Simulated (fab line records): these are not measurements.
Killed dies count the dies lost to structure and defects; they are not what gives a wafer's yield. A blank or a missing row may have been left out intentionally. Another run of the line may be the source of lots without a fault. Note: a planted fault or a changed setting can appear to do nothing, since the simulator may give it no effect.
Shared-tool check / flow nand harc / Lots sampled 9, wafers sampled 27

THE REASON FOR OPENING IT
On 2 of the 9 lots, a flag is raised at NHARC_END_SORT_01 on the reading killed at array. Wafers without a fault read 58, standard deviation 20.
Rule: a lot is flagged when every wafer of it that has a number lies more than 4 standard deviations from that mean, or none has a number. As for the other lots, they are considered sound.

lot=L550; measured=day 26 13:55; on=prober-01; killed at array, wafer by wafer=670 674 672; flag=FLAGGED
lot=L552; measured=day 27 10:08; on=prober-02; killed at array, wafer by wafer=676 674 675; flag=FLAGGED
lot=L559; measured=day 31 04:09; on=prober-01; killed at array, wafer by wafer=64 62 74; flag=
lot=L560; measured=day 31 12:00; on=prober-01; killed at array, wafer by wafer=54 37 42; flag=
lot=L563; measured=day 31 12:09; on=prober-02; killed at array, wafer by wafer=67 67 47; flag=
lot=L562; measured=day 31 19:05; on=prober-01; killed at array, wafer by wafer=39 42 58; flag=
lot=L565; measured=day 32 23:26; on=prober-02; killed at array, wafer by wafer=94 76 65; flag=
lot=L564; measured=day 33 05:41; on=prober-01; killed at array, wafer by wafer=56 43 32; flag=
lot=L568; measured=day 34 13:17; on=prober-02; killed at array, wafer by wafer=26 40 45; flag=
On average the flagged lots' numbers are 674, which is +616 against the usual, or +31 standard deviations.

EACH LOT AND THE TOOL IT RAN ON
Before the reading, the record contains 4 process steps out of a 1302-step route. Cell contents, in order: the tool; ch with the chambers the sampled wafers went through; the start.
lot=L550; flag=FLAGGED; NHARC_A_BLC_ALD_23=ald metal-02 ch 1,2,3, day 24 10:18; NHARC_A_M0_DESCUM_14=rie diel-03 ch 0,1,2, day 25 00:39; NHARC_A_M0_ANNEAL_30=rtp anneal-01 ch 0, day 25 02:19; NHARC_A_M1_DEP_00=pecvd-02 ch 0,1,2, day 25 03:42
lot=L552; flag=FLAGGED; NHARC_A_BLC_ALD_23=ald metal-04 ch 0,1, day 25 16:38; NHARC_A_M0_DESCUM_14=rie diel-11 ch 0,2, day 25 18:50; NHARC_A_M0_ANNEAL_30=rtp anneal-02 ch 0, day 25 20:32; NHARC_A_M1_DEP_00=pecvd-03 ch 0,2, day 25 21:58
lot=L559; flag=; NHARC_A_BLC_ALD_23=ald metal-04 ch 1,2,3, day 29 11:22; NHARC_A_M0_DESCUM_14=rie diel-02 ch 0,3, day 29 13:35; NHARC_A_M0_ANNEAL_30=rtp anneal-01 ch 0, day 29 15:24; NHARC_A_M1_DEP_00=pecvd-01 ch 0,1, day 29 16:41
lot=L560; flag=; NHARC_A_BLC_ALD_23=ald metal-02 ch 0,3, day 29 15:24; NHARC_A_M0_DESCUM_14=rie diel-03 ch 0,2, day 29 17:37; NHARC_A_M0_ANNEAL_30=rtp anneal-02 ch 0, day 29 19:25; NHARC_A_M1_DEP_00=pecvd-03 ch 0,1, day 29 20:45
lot=L563; flag=; NHARC_A_BLC_ALD_23=ald metal-04 ch 1,2,3, day 29 14:08; NHARC_A_M0_DESCUM_14=rie diel-03 ch 2,3, day 29 16:25; NHARC_A_M0_ANNEAL_30=rtp anneal-02 ch 0, day 29 18:23; NHARC_A_M1_DEP_00=pecvd-02 ch 0,2, day 29 19:45
lot=L562; flag=; NHARC_A_BLC_ALD_23=ald metal-03 ch 1,2,3, day 29 14:03; NHARC_A_M0_DESCUM_14=rie diel-02 ch 0,1, day 29 16:16; NHARC_A_M0_ANNEAL_30=rtp anneal-01 ch 0, day 29 18:01; NHARC_A_M1_DEP_00=pecvd-03 ch 0,1, day 29 19:20
lot=L565; flag=; NHARC_A_BLC_ALD_23=ald metal-02 ch 0,1,2, day 30 13:13; NHARC_A_M0_DESCUM_14=rie diel-03 ch 2,3, day 30 15:22; NHARC_A_M0_ANNEAL_30=rtp anneal-01 ch 0, day 30 17:11; NHARC_A_M1_DEP_00=pecvd-03 ch 0,1,2, day 30 18:33
lot=L564; flag=; NHARC_A_BLC_ALD_23=ald metal-03 ch 1,2, day 30 23:50; NHARC_A_M0_DESCUM_14=rie diel-02 ch 0,1,3, day 31 02:04; NHARC_A_M0_ANNEAL_30=rtp anneal-01 ch 0, day 31 04:05; NHARC_A_M1_DEP_00=pecvd-02 ch 0,1,2, day 31 05:25
lot=L568; flag=; NHARC_A_BLC_ALD_23=ald metal-02 ch 2,3, day 32 19:22; NHARC_A_M0_DESCUM_14=rie diel-02 ch 1,3, day 32 21:35; NHARC_A_M0_ANNEAL_30=rtp anneal-02 ch 0, day 32 23:17; NHARC_A_M1_DEP_00=pecvd-02 ch 0,1, day 33 00:44
These steps, and what they do:
- NHARC_A_BLC_ALD_23: deposits TiN, target thk 3 nm, pulse time 1 s, ald cycles 150.
- NHARC_A_M0_DESCUM_14: chemistry O2, time 3 s.
- NHARC_A_M0_ANNEAL_30: time 90 s.
- NHARC_A_M1_DEP_00: deposits SiOC, target thk 182.5 nm.
- NHARC_END_SORT_01

FLAGGED OVER TOTAL, TOOL BY TOOL (the gauges that took the reading come last)
step=NHARC_A_BLC_ALD_23; tool=ald metal-02; lots run=4; flagged=1; share of the flagged lots=some; sound lots run after its first flagged lot=3 (L560,L565,L568)
step=NHARC_A_BLC_ALD_23; tool=ald metal-03; lots run=2; flagged=0; share of the flagged lots=none; sound lots run after its first flagged lot=-
step=NHARC_A_BLC_ALD_23; tool=ald metal-04; lots run=3; flagged=1; share of the flagged lots=some; sound lots run after its first flagged lot=2 (L559,L563)
step=NHARC_A_M0_DESCUM_14; tool=rie diel-02; lots run=4; flagged=0; share of the flagged lots=none; sound lots run after its first flagged lot=-
step=NHARC_A_M0_DESCUM_14; tool=rie diel-03; lots run=4; flagged=1; share of the flagged lots=some; sound lots run after its first flagged lot=3 (L563,L560,L565)
step=NHARC_A_M0_DESCUM_14; tool=rie diel-11; lots run=1; flagged=1; share of the flagged lots=some; sound lots run after its first flagged lot=0
step=NHARC_A_M0_ANNEAL_30; tool=rtp anneal-01; lots run=5; flagged=1; share of the flagged lots=some; sound lots run after its first flagged lot=4 (L559,L562,L565,L564)
step=NHARC_A_M0_ANNEAL_30; tool=rtp anneal-02; lots run=4; flagged=1; share of the flagged lots=some; sound lots run after its first flagged lot=3 (L563,L560,L568)
step=NHARC_A_M1_DEP_00; tool=pecvd-01; lots run=1; flagged=0; share of the flagged lots=none; sound lots run after its first flagged lot=-
step=NHARC_A_M1_DEP_00; tool=pecvd-02; lots run=4; flagged=1; share of the flagged lots=some; sound lots run after its first flagged lot=3 (L563,L564,L568)
step=NHARC_A_M1_DEP_00; tool=pecvd-03; lots run=4; flagged=1; share of the flagged lots=some; sound lots run after its first flagged lot=3 (L562,L560,L565)
step=NHARC_END_SORT_01; tool=prober-01; lots run=5; flagged=1; share of the flagged lots=some; sound lots run after its first flagged lot=4 (L559,L560,L562,L564)
step=NHARC_END_SORT_01; tool=prober-02; lots run=4; flagged=1; share of the flagged lots=some; sound lots run after its first flagged lot=3 (L563,L565,L568)

THE TABLE: WHAT IT ALLOWS
No row of the table ran every flagged lot.

WHAT THE SIMULATOR PUT IN
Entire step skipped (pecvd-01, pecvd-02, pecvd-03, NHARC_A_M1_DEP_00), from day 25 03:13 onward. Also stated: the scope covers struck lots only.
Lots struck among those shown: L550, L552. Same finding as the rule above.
